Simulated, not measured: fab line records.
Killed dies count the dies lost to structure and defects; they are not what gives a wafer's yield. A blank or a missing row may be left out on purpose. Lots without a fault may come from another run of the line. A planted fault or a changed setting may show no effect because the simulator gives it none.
Code-filled problem report in 8D (eight disciplines) form ; flow nand harc ; the parts of the form that need people (team, actions taken, sign-off) are left out

== 1. WHAT IS WRONG ==
cd nm at NHARC_P_STI_CD_MEAS_09 reads a mean of 158.2 nm on 2 wafers of 2 lots; wafers without a fault read 200.5 nm with a standard deviation of 2.3. That puts it -18 standard deviations away from the usual mean.
The step: target cd 200 nm.
Seen first at day 6 23:51 on cd sem-02, wafer L660.5. Wafers with a number at this step in the record: 33, from 11 lots. Rule for "out", or "out of limits": more than 4 standard deviations from the usual mean. All remaining wafers that have a number are taken as sound.

== 2. WHAT THIS IS AND IS NOT ==
question;is;is not
which readings at this step;cd nm;-
which lots;L660, L664;L652, L656, L658, L659, L668, L670, L671, L672, L673
which wafers of those lots;L660.5, L664.5;L660.1, L660.3, L664.1, L664.2
read on which gauges;cd sem-02, cd sem-03;cd sem-01
when;from day 6 23:51;"up to then (14 sound wafers); but 17 sound wafers of L664, L668, L670, L671, L672, L673 came after"

== 3. THE SUSPECTS, EACH WITH WHAT RULES IT OUT ==
Counting: a tool at a process step up to the reading stays a suspect if it ran every lot that is out. Sound lots after the first of them don't rule it out here, since some wafers of a struck lot are sound.
- the gauge at NHARC_P_STI_CD_MEAS_09 is ruled out. 2 gauges (cd sem-02, cd sem-03) read the wafers that are out.
- krf scanner-02 at NHARC_P_STI_EXPOSE_06 (exposes mask P STI, target cd 200 nm): kept. Ran every lot that is out, first one L660 (day 6 23:41); last sound lot up to then L659 (day 6 14:19).
After counting, what remains is krf scanner-02 at NHARC_P_STI_EXPOSE_06.

== 4. THE CAUSE (what the simulator had put in) ==
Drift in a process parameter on krf scanner-02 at NHARC_P_STI_EXPOSE_06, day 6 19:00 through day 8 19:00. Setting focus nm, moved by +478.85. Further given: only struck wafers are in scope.
Counting left only this tool.

== 5. SEQUENCE OF EFFECTS, ordered by route ==
Each row: a reading whose mean over the struck wafers that have a number lies more than 3 standard deviations from the usual. Only readings for which the record gives a usual standard deviation are gone through. hours: the time from each lot's start at the first step in this table that gives one to its start at this step, as a median over the lots. sigmas: the change in usual standard deviations.
hours;step;reading;usual;on struck wafers;change;sigmas
0;NHARC_P_STI_CD_MEAS_09;cd nm;200.5 nm;158.2;-42.3;-18
1;NHARC_P_STI_OCD_MEAS_17;trench foot cd nm;158.4 nm;116.4;-42.0;-18
523;NHARC_END_SORT_01;killed at periphery;3.7;504.0;+500.3;+99 or more
523;NHARC_END_SORT_01;killed dies;55;548;+493;+26

== 6. HOW IT WOULD HAVE BEEN CAUGHT EARLIER ==
The first out-of-limits reading at a measuring or inspecting step in this record came at day 6 23:51, 5 hours after the fault's start at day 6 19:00.
Tool readings at NHARC_P_STI_EXPOSE_06 with a usual standard deviation given in the record: none out on any struck wafer, hence no alarm at a limit of 4 standard deviations on them.
Of the lots that are out (2), L664 began NHARC_P_STI_EXPOSE_06 on krf scanner-02 after day 6 23:51. Had the tool been put on hold then, it would have been spared.
